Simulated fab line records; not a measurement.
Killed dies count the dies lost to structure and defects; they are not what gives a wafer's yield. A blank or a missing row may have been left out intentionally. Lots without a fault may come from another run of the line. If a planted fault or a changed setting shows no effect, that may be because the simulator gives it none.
fab line records	flow nand_harc
record lots=11	wafers=33	last_day=25
route steps=1159 shown P_START@1 P_ZERO_WELL@68 P_STI@80
lots that met no fault: from a run of the same line without faults
start_h: hours from the record's first day to the start of the lot's first wafer shown	wait_h: time in hours since the lot's previous step	" same as the row above	L1.1+2: a row that stands for several wafers	- no value present, or no start provided	* or withheld: withheld	< > ~ a bound
route shown NAME@n: names a module that has steps shown in the file, with the first one's number in the route	usual: mean/standard deviation of fault-free wafers	same: alike in all rows	chamber/n: place in a boat	sites: each site's reading	_std_site: standard deviation of those values	_edge_site: mean of outer sites minus mean of inner sites	radius_mm: for every site, how far away it sits from the centre of the wafer	mask NAME#n: copy n	behind: the tool/chamber that last shaped the wafer	hold: reason for holding the lot/hours on hold/outcome of the hold	device: transistor that didn't switch, given as n, p or np	end of line: the tests these same wafers got at the end of their route	a step without rows: its recipe alone	killed: not the wafer's yield, but the dies lost to structure and defects at the first sort	map: a wafer's dies, marking killed ones x, the rest . and places with no die _
set.NAME: the run value of the setting; set.NAME@STEP: its run value at that earlier step	model.NAME: the simulator's own value behind a step, which no gauge read
the route's steps for a sample of lots (tables are steps, rows are wafers)
services: a tool's chamber out of use, with start hour (start_h, from the record's first day; less than 0 if before it), hours out, and reason
## steps
# step NHARC_P_START_INSPECT_01
# usual raw_defect_count=3.8/2
lot.wafer	tool	chamber	start_h	wait_h	raw_defect_count
L663.2	defect_inspect-02	-	18.04	-	2
L663.3	"	-	"	"	5
L663.4	"	-	"	"	7
L665.1	defect_inspect-01	-	30.04	-	3
L665.4	"	-	"	"	1
L665.6	"	-	"	"	2
L666.2	defect_inspect-01	-	36.04	-	7
L666.3	"	-	"	"	6
L666.6	"	-	"	"	1
L667.1	defect_inspect-02	-	42.04	-	1
L667.3	"	-	"	"	3
L667.6	"	-	"	"	5
L669.2	defect_inspect-02	-	54.04	-	1
L669.4	"	-	"	"	2
L669.5	"	-	"	"	5
L677.3	defect_inspect-01	-	102.04	-	4
L677.4	"	-	"	"	4
L677.5	"	-	"	"	6
L679.1	defect_inspect-01	-	114.04	-	6
L679.3	"	-	"	"	4
L679.4	"	-	"	"	6
L680.1	defect_inspect-02	-	120.04	-	2
L680.2	"	-	"	"	4
L680.5	"	-	"	"	6
L681.1	defect_inspect-02	-	126.03	-	3
L681.4	"	-	"	"	3
L681.6	"	-	"	"	4
L682.2	defect_inspect-02	-	132.04	-	7
L682.3	"	-	"	"	4
L682.4	"	-	"	"	4
L684.1	defect_inspect-02	-	144.04	-	4
L684.3	"	-	"	"	8
L684.4	"	-	"	"	7
# step NHARC_P_ZERO_WELL_INSPECT_43
# usual raw_defect_count=13/6.1
lot.wafer	tool	chamber	start_h	wait_h	raw_defect_count
L663.2	defect_inspect-01	-	25.46	0.5	14
L663.3	"	-	"	"	9
L663.4	"	-	"	"	13
L665.1	defect_inspect-01	-	37.34	0.6	27
L665.4	"	-	"	"	14
L665.6	"	-	"	"	10
L666.2	defect_inspect-02	-	43.55	0.5	16
L666.3	"	-	"	"	20
L666.6	"	-	"	"	11
L667.1	defect_inspect-01	-	49.64	0.6	32
L667.3	"	-	"	"	7
L667.6	"	-	"	"	23
L669.2	defect_inspect-02	-	61.51	0.5	5
L669.4	"	-	"	"	5
L669.5	"	-	"	"	10
L677.3	defect_inspect-02	-	109.54	0.3	14
L677.4	"	-	"	"	14
L677.5	"	-	"	"	8
L679.1	defect_inspect-01	-	121.56	0.6	7
L679.3	"	-	"	"	7
L679.4	"	-	"	"	8
L680.1	defect_inspect-02	-	127.47	0.6	2
L680.2	"	-	"	"	17
L680.5	"	-	"	"	8
L681.1	defect_inspect-01	-	133.60	0.6	17
L681.4	"	-	"	"	19
L681.6	"	-	"	"	13
L682.2	defect_inspect-01	-	139.60	0.5	9
L682.3	"	-	"	"	6
L682.4	"	-	"	"	8
L684.1	defect_inspect-02	-	151.47	0.6	10
L684.3	"	-	"	"	11
L684.4	"	-	"	"	9
# step NHARC_P_STI_EXPOSE_06
# recipe na=0.55	target_cd_nm=200	dose_mj=37.69	mask_id=P_STI
# usual focus_offset_nm=0.1/0.53	reticle_temp_C=22.97/0.098
lot.wafer	tool	chamber	start_h	wait_h	mask	focus_offset_nm	reticle_temp_C
L663.2	krf_scanner-04	0	40.84	-	P_STI#0	-0.1	22.88
L663.3	"	0	"	"	P_STI#0	0.1	22.93
L663.4	"	0	"	"	P_STI#0	0.9	22.92
L665.1	krf_scanner-04	0	54.28	-	P_STI#0	-0.8	22.89
L665.4	"	0	"	"	P_STI#0	-0.2	22.76
L665.6	"	0	"	"	P_STI#0	-0.1	22.81
L666.2	krf_scanner-03	0	60.45	-	P_STI#0	-0.6	22.96
L666.3	"	0	"	"	P_STI#0	-0.2	22.87
L666.6	"	0	"	"	P_STI#0	0.6	22.96
L667.1	krf_scanner-04	0	64.96	-	P_STI#0	0.4	23.10
L667.3	"	0	"	"	P_STI#0	0.2	22.97
L667.6	"	0	"	"	P_STI#0	0.7	22.92
L669.2	krf_scanner-03	0	74.66	-	P_STI_R1#0	-0.4	23.03
L669.4	"	0	"	"	P_STI_R1#0	0.3	22.97
L669.5	"	0	"	"	P_STI_R1#0	-0.2	23.04
L677.3	krf_scanner-03	0	124.96	-	P_STI#0	0.9	22.90
L677.4	"	0	"	"	P_STI#0	-0.2	22.88
L677.5	"	0	"	"	P_STI#0	-0.3	22.91
L679.1	krf_scanner-04	0	133.61	-	P_STI#0	0.1	23.08
L679.3	"	0	"	"	P_STI#0	1.1	23.09
L679.4	"	0	"	"	P_STI#0	0.5	23.13
L681.1	krf_scanner-02	0	145.48	-	P_STI#0	-0.1	22.92
L681.4	"	0	"	"	P_STI#0	0.1	22.93
L681.6	"	0	"	"	P_STI#0	-0.1	22.99
L680.1	krf_scanner-04	0	145.64	-	P_STI#0	-0.4	23.18
L680.2	"	0	"	"	P_STI#0	0.3	22.89
L680.5	"	0	"	"	P_STI#0	0.1	22.83
L682.2	krf_scanner-04	0	154.68	-	P_STI#0	0.3	23.02
L682.3	"	0	"	"	P_STI#0	0.6	22.99
L682.4	"	0	"	"	P_STI#0	0.5	23.10
L684.1	krf_scanner-03	0	166.75	-	P_STI#0	-0.2	23.06
L684.3	"	0	"	"	P_STI#0	0.2	22.97
L684.4	"	0	"	"	P_STI#0	1.3	22.82
# step NHARC_P_STI_CD_MEAS_09
# recipe target_cd_nm=200	landing_energy_ev=500
# usual cd_nm=200.2/2.4
lot.wafer	tool	chamber	start_h	wait_h	cd_nm
L663.2	cd_sem-03	0	40.99	-	200.7
L663.3	"	0	"	"	202.6
L663.4	"	0	"	"	201.3
L665.1	cd_sem-01	0	54.43	-	202.8
L665.4	"	0	"	"	198.1
L665.6	"	0	"	"	201.5
L666.2	cd_sem-03	0	60.60	-	197.4
L666.3	"	0	"	"	206.6
L666.6	"	0	"	"	202.7
L667.1	cd_sem-02	0	65.12	-	196.8
L667.3	"	0	"	"	199.6
L667.6	"	0	"	"	198.6
L669.2	cd_sem-02	0	74.81	-	215.3
L669.4	"	0	"	"	219.3
L669.5	"	0	"	"	213.9
L677.3	cd_sem-01	0	125.11	-	201.1
L677.4	"	0	"	"	202.4
L677.5	"	0	"	"	200.9
L679.1	cd_sem-01	0	133.76	-	199.9
L679.3	"	0	"	"	200.3
L679.4	"	0	"	"	201.4
L681.1	cd_sem-01	0	145.63	-	199.1
L681.4	"	0	"	"	197.7
L681.6	"	0	"	"	202.8
L680.1	cd_sem-01	0	145.80	-	203.0
L680.2	"	0	"	"	196.4
L680.5	"	0	"	"	200.8
L682.2	cd_sem-03	0	154.84	-	202.7
L682.3	"	0	"	"	197.6
L682.4	"	0	"	"	199.5
L684.1	cd_sem-03	0	166.90	-	199.6
L684.3	"	0	"	"	199.2
L684.4	"	0	"	"	203.5
# step NHARC_P_STI_ETCH_31
# recipe target_depth_a=1089	time_s=54.5	cf4_flow_sccm=100	chf3_flow_sccm=30	ar_flow_sccm=0	rf_w=500	bias_w=200	chemistry=CF4/CHF3
# usual drypump_motor_current_A=5.7/0.53	oes_product_au=0.966/0.015	rf_vpp_V=370.9/2.6	showerhead_plenum_p_Torr=1.58/0.072	throttle_valve_pct=16.803/0.0089
lot.wafer	tool	chamber	start_h	wait_h	drypump_motor_current_A	oes_product_au	rf_hours_counter_h	rf_vpp_V	showerhead_plenum_p_Torr	throttle_valve_pct
L663.3	rie_diel-10	2	-	-	5.5	0.975	1.1	366.2	1.49	16.806
L663.2	"	0	"	"	5.9	0.969	1.5	368.2	1.49	16.799
L663.4	"	1	"	"	6.8	0.962	1.4	369.8	1.56	16.813
L665.4	rie_diel-10	1	-	-	6.8	0.957	1.7	370.4	1.56	16.813
L665.1	"	3	"	"	6.3	0.977	1.9	374.4	1.68	16.782
L665.6	"	2	"	"	5.4	0.977	-	367.4	1.49	16.814
L666.3	rie_diel-02	2	-	-	6.0	0.971	5.3	369.2	1.50	16.801
L666.2	"	3	"	"	5.4	0.952	5.3	374.3	1.64	16.798
L666.6	"	3	"	"	5.4	0.954	-	373.5	1.64	16.810
L667.3	rie_diel-09	3	-	-	5.0	0.965	3.0	373.0	1.61	16.803
L667.1	"	1	"	"	5.8	0.972	3.0	369.8	1.54	16.805
L667.6	"	3	"	"	5.0	0.969	-	373.5	1.61	16.793
L669.2	rie_diel-09	0	-	-	5.3	0.988	3.0	373.6	1.67	16.808
L669.4	"	1	"	"	5.7	0.960	3.2	369.6	1.54	16.797
L669.5	"	3	"	"	5.0	0.985	-	370.9	1.61	16.807
L677.4	rie_diel-10	3	-	-	6.2	0.966	4.3	375.5	1.68	16.809
L677.3	"	2	"	"	5.4	0.978	4.2	366.9	1.48	16.817
L677.5	"	0	"	"	5.9	0.970	-	368.8	1.49	16.817
L679.1	rie_diel-09	3	-	-	5.0	0.962	1.0	372.2	1.61	16.818
L679.3	"	0	"	"	5.3	0.992	0.9	372.9	1.67	16.807
L679.4	"	2	"	"	5.3	0.969	1.0	374.3	1.65	16.811
L681.4	rie_diel-10	1	-	-	6.7	0.974	4.9	370.2	1.56	16.797
L681.1	"	2	"	"	5.4	0.976	4.7	366.7	1.49	16.812
L681.6	"	0	"	"	5.9	0.970	-	366.7	1.49	16.809
L680.2	rie_diel-09	2	-	-	5.4	0.971	1.2	373.3	1.65	16.789
L680.1	"	3	"	"	5.0	0.955	1.3	370.8	1.61	16.806
L680.5	"	3	"	"	5.0	0.951	-	371.5	1.61	16.803
L682.2	rie_diel-09	1	-	-	5.8	0.942	1.8	368.6	1.54	16.809
L682.4	"	2	"	"	5.4	0.960	1.9	371.8	1.65	16.798
L682.3	"	0	"	"	5.3	0.958	1.7	374.5	1.67	16.803
L684.3	rie_diel-10	3	-	-	6.3	0.972	5.5	374.0	1.68	16.807
L684.1	"	1	"	"	6.7	0.986	5.5	369.1	1.56	16.799
L684.4	"	2	"	"	5.4	0.969	5.2	367.5	1.48	16.793
# step NHARC_P_STI_OCD_MEAS_17
# usual trench_depth_nm=301/4.7	trench_foot_cd_nm=158.1/2.6
lot.wafer	tool	chamber	start_h	wait_h	trench_depth_nm	trench_foot_cd_nm
L663.2	ocd-02	-	41.77	0.1	301	158.4
L663.3	"	-	"	"	294	161.6
L663.4	"	-	"	"	303	158.9
L665.1	ocd-02	-	55.22	0.1	298	160.6
L665.4	"	-	"	"	305	155.7
L665.6	"	-	"	"	300	159.9
L666.2	ocd-01	-	61.39	0.1	300	155.4
L666.3	"	-	"	"	304	163.5
L666.6	"	-	"	"	300	160.8
L667.1	ocd-02	-	65.91	0.1	292	155.8
L667.3	"	-	"	"	298	157.6
L667.6	"	-	"	"	291	157.8
L669.2	ocd-01	-	75.62	0.1	304	172.7
L669.4	"	-	"	"	306	176.6
L669.5	"	-	"	"	306	170.5
L677.3	ocd-02	-	125.90	0.1	309	158.5
L677.4	"	-	"	"	303	160.2
L677.5	"	-	"	"	304	158.3
L679.1	ocd-02	-	134.55	0.1	297	158.6
L679.3	"	-	"	"	297	159.4
L679.4	"	-	"	"	298	159.7
L681.1	ocd-02	-	146.42	0.1	304	156.7
L681.4	"	-	"	"	304	155.1
L681.6	"	-	"	"	305	160.3
L680.1	ocd-01	-	146.59	0.1	296	161.9
L680.2	"	-	"	"	296	154.8
L680.5	"	-	"	"	295	159.1
L682.2	ocd-01	-	155.65	0.1	312	159.1
L682.3	"	-	"	"	303	155.5
L682.4	"	-	"	"	300	157.4
L684.1	ocd-01	-	167.69	0.1	301	156.9
L684.3	"	-	"	"	296	158.1
L684.4	"	-	"	"	293	162.4
## services
tool	chamber	start_h	hours	kind
rie_diel-10	2	22.78	2.8	repair
krf_scanner-04	-	25.40	0.2	repair
rie_diel-09	0	31.60	-	clean
rie_diel-09	1	31.60	-	clean
rie_diel-09	2	31.60	-	clean
rie_diel-09	3	31.60	-	clean
rie_diel-10	0	33.00	-	clean
rie_diel-10	1	33.00	-	clean
rie_diel-10	2	33.00	-	clean
rie_diel-10	3	33.00	-	clean
rie_diel-09	1	47.89	5.7	repair
rie_diel-09	0	56.10	-	clean
rie_diel-09	1	56.10	-	clean
krf_scanner-04	-	73.75	1.8	repair
rie_diel-09	-	77.10	9.0	pm
krf_scanner-04	-	85.05	0.5	repair
rie_diel-10	3	114.94	6.0	repair
krf_scanner-02	-	119.74	4.0	pm
krf_scanner-04	-	126.00	4.0	pm
rie_diel-02	3	132.41	13.4	repair
krf_scanner-03	-	137.86	2.4	repair
krf_scanner-02	-	138.10	2.7	repair
rie_diel-09	0	148.73	1.2	repair
rie_diel-02	-	150.70	9.0	pm
## key
first_sign step=NHARC_P_STI_EXPOSE_06	reading=mask	direction=changed
effect step=NHARC_P_STI_CD_MEAS_09	reading=cd_nm	direction=up	sigmas=6.6	usual=200.2	struck=216.1
effect step=NHARC_P_STI_OCD_MEAS_17	reading=trench_foot_cd_nm	direction=up	sigmas=5.8	usual=158.1	struck=173.3
met_at NHARC_P_STI_EXPOSE_06
struck_lots L669
tester_left_out L669
not_acting_at NHARC_P_START_INSPECT_01,NHARC_P_ZERO_WELL_INSPECT_43,NHARC_P_STI_ETCH_31
onset_between 60.45 74.66
fault kind=wrong_mask	tool=any	chamber=-	onset_h=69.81	steps=NHARC_P_STI_EXPOSE_06	aux_copy=P_STI_R1#0	cd_offset_nm=14.842	scope=struck_lots_only
# tester_left_out: of these lots the tester's yield and bins aren't shown, on N5 and GAA mostly nor the transistor test; their killed dies are dies lost to structure and defects alone, not to doping, threshold or leakage, so they don't give the yield
